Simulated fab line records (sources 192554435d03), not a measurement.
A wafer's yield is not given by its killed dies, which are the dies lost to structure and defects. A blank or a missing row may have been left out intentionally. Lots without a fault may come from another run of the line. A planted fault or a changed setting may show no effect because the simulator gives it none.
fab line records	flow n5_finfet
[record] lots = 24	wafers = 72	last_day = 18
route steps=1938 shown BEOL_M3@1001 BEOL_M4@1021
lots that met no fault: from a run of the same line without faults
start_h: the number of hours between the record's first day and the start of the first shown wafer of the lot	wait_h: hours since the lot's step before	" unchanged from the row above	L1.1+2: several wafers, shown together as one row	- no value, or no start given	* or withheld: withheld	< > ~ a bound
route shown NAME@n: a module of which the file shows steps, and the number in the route of the first	usual: average and standard deviation across the fault-free wafers	same: alike in all rows	chamber/n: place in a boat	sites: readings site by site	_std_site: the values' standard deviation	_edge_site: inner sites' mean taken away from outer sites' mean	radius_mm: for every site, how far away it sits from the centre of the wafer	mask NAME#n: copy n	behind: the last tool/chamber to shape the wafer	hold: the reason the lot was held/the length of the hold in hours/how it ended	device: transistor that didn't switch, given as n, p or np	end of line: the route-end tests of the same wafers	where a step has no rows: the recipe by itself	killed: dies that structure and defects cost at the first sort, which is not the same as the wafer's yield	map: per-die view of a wafer (x killed, . not killed, _ where there is no die)
set.NAME: the run value of the setting; set.NAME@STEP: its run value at that earlier step	model.NAME: the simulator's own value behind a step, which no gauge read
one table for each step of the route and one row for each wafer, over a sample of lots
services: when a tool's chamber went out of use (start_h, in hours from the record's first day, below 0 if earlier), for how many hours, and the reason
[[steps]]
[step N5_BEOL_M3_ANNEAL_87]
[recipe] temp_c = 400	time_s = 240	ambient = vacuum
[usual] heater_power_w = 835/61
[same] time_s = 240
lot.wafer	tool	chamber	start_h	wait_h	heater_power_w
L074.2	pvd_sputter-03	-	174.15	0.0	765
L074.5	"	-	"	"	956
L074.6	"	-	"	"	771
L076.3	pvd_sputter-02	-	174.28	0.0	807
L076.5	"	-	"	"	817
L076.6	"	-	"	"	910
L075.1	pvd_sputter-01	-	174.46	0.0	882
L075.2	"	-	"	"	789
L075.6	"	-	"	"	773
L077.1	pvd_sputter-03	-	175.99	0.0	749
L077.3	"	-	"	"	813
L077.6	"	-	"	"	945
L079.1	pvd_sputter-02	-	180.94	0.0	830
L079.4	"	-	"	"	843
L079.5	"	-	"	"	947
L078.1	pvd_sputter-01	-	182.55	0.0	804
L078.2	"	-	"	"	872
L078.6	"	-	"	"	796
L080.3	pvd_sputter-03	-	187.27	0.0	848
L080.4	"	-	"	"	957
L080.5	"	-	"	"	763
L081.1	pvd_sputter-02	-	206.26	0.0	848
L081.2	"	-	"	"	924
L081.5	"	-	"	"	921
L082.2	pvd_sputter-03	-	213.81	0.0	746
L082.5	"	-	"	"	949
L082.6	"	-	"	"	811
L084.1	pvd_sputter-02	-	216.97	0.0	908
L084.3	"	-	"	"	818
L084.5	"	-	"	"	814
L083.2	pvd_sputter-01	-	217.10	0.0	881
L083.4	"	-	"	"	784
L083.6	"	-	"	"	865
L086.3	pvd_sputter-02	-	245.03	0.0	792
L086.5	"	-	"	"	870
L086.6	"	-	"	"	828
L088.2	pvd_sputter-03	-	245.13	0.0	739
L088.3	"	-	"	"	896
L088.6	"	-	"	"	742
L087.2	pvd_sputter-01	-	245.33	0.0	775
L087.4	"	-	"	"	832
L087.5	"	-	"	"	784
L085.3	pvd_sputter-03	-	247.09	0.0	776
L085.4	"	-	"	"	755
L085.5	"	-	"	"	794
L090.1	pvd_sputter-02	-	249.11	0.0	837
L090.2	"	-	"	"	838
L090.3	"	-	"	"	931
L089.1	pvd_sputter-01	-	251.19	0.0	790
L089.3	"	-	"	"	820
L089.4	"	-	"	"	866
L091.2	pvd_sputter-01	-	253.51	0.0	864
L091.4	"	-	"	"	787
L091.6	"	-	"	"	879
L092.2	pvd_sputter-02	-	259.25	0.0	955
L092.4	"	-	"	"	849
L092.5	"	-	"	"	820
L093.2	pvd_sputter-02	-	278.65	0.0	836
L093.3	"	-	"	"	825
L093.4	"	-	"	"	868
L095.4	pvd_sputter-01	-	279.11	0.0	763
L095.5	"	-	"	"	888
L095.6	"	-	"	"	794
L094.3	pvd_sputter-02	-	281.70	0.0	854
L094.4	"	-	"	"	828
L094.6	"	-	"	"	819
L096.2	pvd_sputter-03	-	290.02	0.0	920
L096.3	"	-	"	"	800
L096.5	"	-	"	"	757
L097.1	pvd_sputter-02	-	313.91	0.0	823
L097.4	"	-	"	"	825
L097.5	"	-	"	"	817
[step N5_BEOL_M3_ANNEAL_95]
[recipe] temp_c = 400	time_s = 240	ambient = vacuum
[usual] heater_power_w = 836/61
[same] time_s = 240
lot.wafer	tool	chamber	start_h	wait_h	heater_power_w
L074.2	pvd_sputter-03	-	175.03	0.0	778
L074.5	"	-	"	"	943
L074.6	"	-	"	"	792
L076.3	pvd_sputter-02	-	175.16	0.0	829
L076.5	"	-	"	"	838
L076.6	"	-	"	"	942
L075.1	pvd_sputter-01	-	175.34	0.0	883
L075.2	"	-	"	"	771
L075.6	"	-	"	"	772
L077.1	pvd_sputter-03	-	176.87	0.0	732
L077.3	"	-	"	"	804
L077.6	"	-	"	"	963
L079.1	pvd_sputter-02	-	181.82	0.0	823
L079.4	"	-	"	"	853
L079.5	"	-	"	"	911
L078.1	pvd_sputter-01	-	183.43	0.0	780
L078.2	"	-	"	"	861
L078.6	"	-	"	"	779
L080.3	pvd_sputter-03	-	188.15	0.0	791
L080.4	"	-	"	"	955
L080.5	"	-	"	"	735
L081.1	pvd_sputter-02	-	207.14	0.0	828
L081.2	"	-	"	"	926
L081.5	"	-	"	"	935
L082.2	pvd_sputter-03	-	214.69	0.0	762
L082.5	"	-	"	"	941
L082.6	"	-	"	"	815
L084.1	pvd_sputter-02	-	217.85	0.0	953
L084.3	"	-	"	"	828
L084.5	"	-	"	"	810
L083.2	pvd_sputter-01	-	217.98	0.0	884
L083.4	"	-	"	"	777
L083.6	"	-	"	"	894
L086.3	pvd_sputter-02	-	245.91	0.0	826
L086.5	"	-	"	"	847
L086.6	"	-	"	"	824
L088.2	pvd_sputter-03	-	246.01	0.0	752
L088.3	"	-	"	"	944
L088.6	"	-	"	"	740
L087.2	pvd_sputter-01	-	246.21	0.0	797
L087.4	"	-	"	"	812
L087.5	"	-	"	"	792
L085.3	pvd_sputter-03	-	247.97	0.0	775
L085.4	"	-	"	"	742
L085.5	"	-	"	"	809
L090.1	pvd_sputter-02	-	249.99	0.0	866
L090.2	"	-	"	"	815
L090.3	"	-	"	"	930
L089.1	pvd_sputter-01	-	252.07	0.0	800
L089.3	"	-	"	"	819
L089.4	"	-	"	"	861
L091.2	pvd_sputter-01	-	254.39	0.0	855
L091.4	"	-	"	"	785
L091.6	"	-	"	"	858
L092.2	pvd_sputter-02	-	260.13	0.0	916
L092.4	"	-	"	"	853
L092.5	"	-	"	"	838
L093.2	pvd_sputter-02	-	279.53	0.0	826
L093.3	"	-	"	"	827
L093.4	"	-	"	"	840
L095.4	pvd_sputter-01	-	279.99	0.0	793
L095.5	"	-	"	"	873
L095.6	"	-	"	"	779
L094.3	pvd_sputter-02	-	282.58	0.0	848
L094.4	"	-	"	"	825
L094.6	"	-	"	"	833
L096.2	pvd_sputter-03	-	290.90	0.0	941
L096.3	"	-	"	"	793
L096.5	"	-	"	"	739
L097.1	pvd_sputter-02	-	314.79	0.0	844
L097.4	"	-	"	"	816
L097.5	"	-	"	"	834
[step N5_BEOL_M3_RS_MEAS_58]
[recipe] thk_meas_gauge = four-point-probe	reads = Co_of_BEOL_M3_CO_CAP_55+Cu_of_BEOL_M3_ECD_50+Co_of_BEOL_M3_CVD_47+TaN_of_BEOL_M3_ALD_84
[usual] M3_RS = 0.68/0.035
lot.wafer	tool	chamber	start_h	wait_h	M3_RS[ohm/sq]
L074.2	film_metro-01	-	176.22	0.1	0.69
L074.5	"	-	"	"	0.69
L074.6	"	-	"	"	0.72
L076.3	film_metro-01	-	176.35	0.1	0.71
L076.5	"	-	"	"	0.70
L076.6	"	-	"	"	0.73
L075.1	film_metro-02	-	176.62	0.0	0.69
L075.2	"	-	"	"	0.76
L075.6	"	-	"	"	0.67
L077.1	film_metro-01	-	178.06	0.0	0.64
L077.3	"	-	"	"	0.72
L077.6	"	-	"	"	0.65
L079.1	film_metro-02	-	183.23	0.0	0.66
L079.4	"	-	"	"	0.66
L079.5	"	-	"	"	0.63
L078.1	film_metro-02	-	184.62	0.0	0.67
L078.2	"	-	"	"	0.69
L078.6	"	-	"	"	0.68
L080.3	film_metro-02	-	189.40	0.1	0.75
L080.4	"	-	"	"	0.72
L080.5	"	-	"	"	0.67
L081.1	film_metro-01	-	208.50	0.1	0.66
L081.2	"	-	"	"	0.69
L081.5	"	-	"	"	0.63
L082.2	film_metro-02	-	215.91	0.1	0.65
L082.5	"	-	"	"	0.65
L082.6	"	-	"	"	0.64
L084.1	film_metro-01	-	219.06	0.1	0.66
L084.3	"	-	"	"	0.64
L084.5	"	-	"	"	0.64
L083.2	film_metro-01	-	219.25	0.1	0.69
L083.4	"	-	"	"	0.67
L083.6	"	-	"	"	0.68
L086.3	film_metro-02	-	247.10	0.1	0.68
L086.5	"	-	"	"	0.64
L086.6	"	-	"	"	0.68
L088.2	film_metro-01	-	247.20	0.1	0.66
L088.3	"	-	"	"	0.65
L088.6	"	-	"	"	0.62
L087.2	film_metro-02	-	247.70	0.1	0.70
L087.4	"	-	"	"	0.72
L087.5	"	-	"	"	0.69
L085.3	film_metro-01	-	249.16	0.1	0.76
L085.4	"	-	"	"	0.76
L085.5	"	-	"	"	0.67
L090.1	film_metro-02	-	251.42	0.0	0.72
L090.2	"	-	"	"	0.70
L090.3	"	-	"	"	0.69
L089.1	film_metro-02	-	253.26	0.0	0.65
L089.3	"	-	"	"	0.66
L089.4	"	-	"	"	0.66
L091.2	film_metro-02	-	255.58	0.1	0.69
L091.4	"	-	"	"	0.65
L091.6	"	-	"	"	0.60
L092.2	film_metro-01	-	261.33	0.1	0.66
L092.4	"	-	"	"	0.71
L092.5	"	-	"	"	0.69
L093.2	film_metro-01	-	283.06	0.1	0.66
L093.3	"	-	"	"	0.65
L093.4	"	-	"	"	0.61
L095.4	film_metro-02	-	284.02	0.0	0.69
L095.5	"	-	"	"	0.67
L095.6	"	-	"	"	0.63
L094.3	film_metro-01	-	285.13	0.1	0.69
L094.4	"	-	"	"	0.64
L094.6	"	-	"	"	0.65
L096.2	film_metro-01	-	294.31	0.1	0.69
L096.3	"	-	"	"	0.67
L096.5	"	-	"	"	0.61
L097.1	film_metro-02	-	318.08	0.0	0.69
L097.4	"	-	"	"	0.65
L097.5	"	-	"	"	0.69
[step N5_BEOL_M3_INSPECT_59]
[recipe] inspect_instrument = darkfield	mode = post_dep
[usual] raw_defect_count = 75/24
lot.wafer	tool	chamber	start_h	wait_h	raw_defect_count
L074.2	defect_inspect-02	-	176.25	0.0	94
L074.5	"	-	"	"	89
L074.6	"	-	"	"	132
L076.3	defect_inspect-02	-	176.37	0.0	128
L076.5	"	-	"	"	74
L076.6	"	-	"	"	59
L075.1	defect_inspect-02	-	176.65	0.0	94
L075.2	"	-	"	"	97
L075.6	"	-	"	"	116
L077.1	defect_inspect-01	-	178.09	0.0	71
L077.3	"	-	"	"	39
L077.6	"	-	"	"	75
L079.1	defect_inspect-02	-	183.25	0.0	82
L079.4	"	-	"	"	63
L079.5	"	-	"	"	61
L078.1	defect_inspect-02	-	184.65	0.0	62
L078.2	"	-	"	"	41
L078.6	"	-	"	"	48
L080.3	defect_inspect-02	-	189.42	0.0	109
L080.4	"	-	"	"	57
L080.5	"	-	"	"	103
L081.1	defect_inspect-01	-	208.53	0.0	55
L081.2	"	-	"	"	88
L081.5	"	-	"	"	94
L082.2	defect_inspect-02	-	215.93	0.0	62
L082.5	"	-	"	"	51
L082.6	"	-	"	"	79
L084.1	defect_inspect-02	-	219.09	0.0	38
L084.3	"	-	"	"	59
L084.5	"	-	"	"	65
L083.2	defect_inspect-02	-	219.28	0.0	64
L083.4	"	-	"	"	76
L083.6	"	-	"	"	83
L086.3	defect_inspect-02	-	247.12	0.0	95
L086.5	"	-	"	"	112
L086.6	"	-	"	"	157
L088.2	defect_inspect-01	-	247.23	0.0	69
L088.3	"	-	"	"	49
L088.6	"	-	"	"	59
L087.2	defect_inspect-02	-	247.73	0.0	75
L087.4	"	-	"	"	72
L087.5	"	-	"	"	55
L085.3	defect_inspect-02	-	249.19	0.0	43
L085.4	"	-	"	"	44
L085.5	"	-	"	"	49
L090.1	defect_inspect-02	-	251.44	0.0	103
L090.2	"	-	"	"	58
L090.3	"	-	"	"	68
L089.1	defect_inspect-01	-	253.29	0.0	45
L089.3	"	-	"	"	58
L089.4	"	-	"	"	45
L091.2	defect_inspect-01	-	255.61	0.0	65
L091.4	"	-	"	"	93
L091.6	"	-	"	"	105
L092.2	defect_inspect-01	-	261.36	0.0	57
L092.4	"	-	"	"	96
L092.5	"	-	"	"	123
L093.2	defect_inspect-01	-	283.09	0.0	71
L093.3	"	-	"	"	40
L093.4	"	-	"	"	47
L095.4	defect_inspect-02	-	284.05	0.0	82
L095.5	"	-	"	"	94
L095.6	"	-	"	"	82
L094.3	defect_inspect-01	-	285.16	0.0	59
L094.4	"	-	"	"	46
L094.6	"	-	"	"	68
L096.2	defect_inspect-01	-	294.34	0.0	58
L096.3	"	-	"	"	94
L096.5	"	-	"	"	77
L097.1	defect_inspect-02	-	318.10	0.0	75
L097.4	"	-	"	"	80
L097.5	"	-	"	"	99
[step N5_BEOL_M4_ILD_DEP_00]
[recipe] material = SiOC	target_thk_a = 790	temp_c = 350	precursor = DEMS/O2	pressure_torr = 5	rf_w = 500	time_s = 15.3
[usual] heater_power_w = 448/47	showerhead_plenum_p_Torr = 5.692/0.011	throttle_valve_pct = 12.3/0.64
[same] time_s = 15.3
lot.wafer	tool	chamber	start_h	wait_h	heater_power_w	showerhead_plenum_p_Torr	throttle_valve_pct
L074.2	pecvd-02	1	176.28	0.0	453	5.672	11.8
L074.5	"	2	"	"	495	5.682	11.8
L074.6	"	1	"	"	469	5.676	11.7
L076.3	pecvd-02	2	176.41	0.0	467	5.673	12.2
L076.5	"	1	"	"	491	5.703	11.9
L076.6	"	0	"	"	399	5.703	12.9
L075.1	pecvd-02	1	176.68	0.0	475	5.677	11.8
L075.2	"	2	"	"	505	5.679	12.1
L075.6	"	2	"	"	510	5.686	11.8
L077.1	pecvd-03	2	178.13	0.0	502	5.706	12.1
L077.3	"	1	"	"	521	5.701	12.6
L077.6	"	0	"	"	406	5.688	11.5
L079.1	pecvd-01	1	183.29	0.0	442	5.699	13.4
L079.4	"	0	"	"	452	5.698	12.0
L079.5	"	2	"	"	419	5.690	11.4
L078.1	pecvd-01	0	184.68	0.0	382	5.706	11.8
L078.2	"	2	"	"	418	5.675	11.5
L078.6	"	2	"	"	408	5.687	11.4
L080.3	pecvd-02	2	189.46	0.0	475	5.675	12.2
L080.4	"	0	"	"	430	5.710	12.9
L080.5	"	2	"	"	479	5.682	12.1
L081.1	pecvd-01	0	208.57	0.0	427	5.701	12.1
L081.2	"	1	"	"	407	5.693	13.1
L081.5	"	1	"	"	396	5.696	13.5
L082.2	pecvd-01	1	215.97	0.0	443	5.689	13.4
L082.5	"	2	"	"	374	5.684	11.7
L082.6	"	1	"	"	351	5.682	13.5
L084.1	pecvd-03	0	219.13	0.0	429	5.703	11.9
L084.3	"	0	"	"	439	5.693	11.4
L084.5	"	1	"	"	569	5.708	12.6
L083.2	pecvd-03	0	219.31	0.0	406	5.718	11.7
L083.4	"	0	"	"	415	5.709	11.6
L083.6	"	1	"	"	454	5.699	12.7
L086.3	pecvd-01	2	247.17	0.0	461	5.672	11.5
L086.5	"	1	"	"	396	5.683	13.6
L086.6	"	2	"	"	450	5.682	11.5
L088.2	pecvd-01	0	247.26	0.0	446	5.685	11.9
L088.3	"	2	"	"	410	5.677	11.7
L088.6	"	2	"	"	420	5.684	11.5
L087.2	pecvd-01	0	247.76	0.0	437	5.695	11.8
L087.4	"	1	"	"	453	5.692	13.3
L087.5	"	0	"	"	437	5.686	11.8
L085.3	pecvd-02	0	249.22	0.0	438	5.695	12.9
L085.4	"	2	"	"	505	5.678	12.4
L085.5	"	1	"	"	480	5.691	11.7
L090.1	pecvd-02	1	251.48	0.0	521	5.703	12.1
L090.2	"	0	"	"	408	5.706	13.1
L090.3	"	2	"	"	481	5.671	12.0
L089.1	pecvd-02	0	253.33	0.0	438	5.694	13.0
L089.3	"	1	"	"	514	5.685	11.6
L089.4	"	1	"	"	528	5.701	11.7
L091.2	pecvd-02	1	255.65	0.0	447	5.689	11.8
L091.4	"	2	"	"	437	5.681	12.3
L091.6	"	0	"	"	427	5.696	13.0
L092.2	pecvd-02	1	261.39	0.0	510	5.682	11.8
L092.4	"	1	"	"	506	5.688	11.9
L092.5	"	0	"	"	382	5.700	12.9
L093.2	pecvd-01	2	283.12	0.0	451	5.694	11.6
L093.3	"	0	"	"	462	5.682	12.0
L093.4	"	1	"	"	415	5.690	13.2
L095.4	pecvd-02	0	284.10	0.1	426	5.711	12.8
L095.5	"	1	"	"	517	5.680	12.1
L095.6	"	2	"	"	505	5.683	12.1
L094.3	pecvd-02	0	285.19	0.0	369	5.696	12.9
L094.4	"	1	"	"	511	5.671	12.1
L094.6	"	2	"	"	495	5.693	12.2
L096.2	pecvd-01	0	294.37	0.0	432	5.698	11.8
L096.3	"	1	"	"	428	5.692	13.5
L096.5	"	1	"	"	443	5.686	13.5
L097.1	pecvd-03	2	318.14	0.0	500	5.684	11.1
L097.4	"	1	"	"	522	5.695	12.7
L097.5	"	2	"	"	513	5.697	11.3
[step N5_BEOL_M4_THK_MEAS_01]
[recipe] reads = SiOC_of_BEOL_M4_ILD_DEP_00
[usual] M4_ILD_THK = 78.7/0.98
lot.wafer	tool	chamber	start_h	wait_h	M4_ILD_THK[nm]
L074.2	film_metro-02	-	176.35	0.1	77.9
L074.5	"	-	"	"	78.7
L074.6	"	-	"	"	80.2
L076.3	film_metro-02	-	176.48	0.1	78.1
L076.5	"	-	"	"	80.2
L076.6	"	-	"	"	80.3
L075.1	film_metro-01	-	176.75	0.0	77.5
L075.2	"	-	"	"	77.6
L075.6	"	-	"	"	78.3
L077.1	film_metro-01	-	178.19	0.0	78.4
L077.3	"	-	"	"	77.7
L077.6	"	-	"	"	77.5
L079.1	film_metro-01	-	183.36	0.0	78.3
L079.4	"	-	"	"	78.8
L079.5	"	-	"	"	78.5
L078.1	film_metro-02	-	184.75	0.0	76.9
L078.2	"	-	"	"	77.3
L078.6	"	-	"	"	78.7
L080.3	film_metro-02	-	189.53	0.1	78.7
L080.4	"	-	"	"	80.0
L080.5	"	-	"	"	80.1
L081.1	film_metro-02	-	208.63	0.0	78.1
L081.2	"	-	"	"	79.7
L081.5	"	-	"	"	80.6
L082.2	film_metro-02	-	216.05	0.1	79.0
L082.5	"	-	"	"	78.4
L082.6	"	-	"	"	80.2
L084.1	film_metro-01	-	219.21	0.1	77.3
L084.3	"	-	"	"	77.9
L084.5	"	-	"	"	78.8
L083.2	film_metro-01	-	219.40	0.1	77.1
L083.4	"	-	"	"	78.9
L083.6	"	-	"	"	79.4
L086.3	film_metro-01	-	247.24	0.1	78.3
L086.5	"	-	"	"	79.4
L086.6	"	-	"	"	78.4
L088.2	film_metro-02	-	247.33	0.1	78.2
L088.3	"	-	"	"	77.3
L088.6	"	-	"	"	78.7
L087.2	film_metro-01	-	247.83	0.1	78.0
L087.4	"	-	"	"	79.3
L087.5	"	-	"	"	79.9
L085.3	film_metro-02	-	249.29	0.1	77.8
L085.4	"	-	"	"	79.3
L085.5	"	-	"	"	78.6
L090.1	film_metro-01	-	251.55	0.0	78.9
L090.2	"	-	"	"	78.2
L090.3	"	-	"	"	77.9
L089.1	film_metro-01	-	253.39	0.0	78.7
L089.3	"	-	"	"	77.6
L089.4	"	-	"	"	80.3
L091.2	film_metro-01	-	255.71	0.1	78.1
L091.4	"	-	"	"	79.6
L091.6	"	-	"	"	78.8
L092.2	film_metro-02	-	261.46	0.1	80.2
L092.4	"	-	"	"	80.5
L092.5	"	-	"	"	79.8
L093.2	film_metro-02	-	283.19	0.1	76.2
L093.3	"	-	"	"	77.1
L093.4	"	-	"	"	78.0
L095.4	film_metro-01	-	284.15	0.0	80.2
L095.5	"	-	"	"	80.2
L095.6	"	-	"	"	80.4
L094.3	film_metro-01	-	285.26	0.1	78.2
L094.4	"	-	"	"	79.2
L094.6	"	-	"	"	79.4
L096.2	film_metro-01	-	294.44	0.1	78.1
L096.3	"	-	"	"	77.5
L096.5	"	-	"	"	78.7
L097.1	film_metro-01	-	318.21	0.0	78.8
L097.4	"	-	"	"	79.7
L097.5	"	-	"	"	80.4
[[services]]
tool	chamber	start_h	hours	kind
pvd_sputter-01	-	156.15	13.6	repair
pecvd-03	0	191.30	24.5	repair
pecvd-02	-	192.70	1.1	repair
pecvd-03	-	203.51	6.0	pm
pecvd-01	0	214.42	5.7	repair
pecvd-03	2	215.87	-	clean
pecvd-03	2	215.87	-	consumable_replace:showerhead
pecvd-03	2	215.87	29.0	scheduled_down
pecvd-03	2	215.87	29.0	vent_cycle
pecvd-02	0	223.39	11.9	repair
pecvd-03	-	225.10	5.1	repair
pecvd-02	-	246.63	2.5	repair
pecvd-02	1	315.25	3.4	repair
[[key]]
fault none
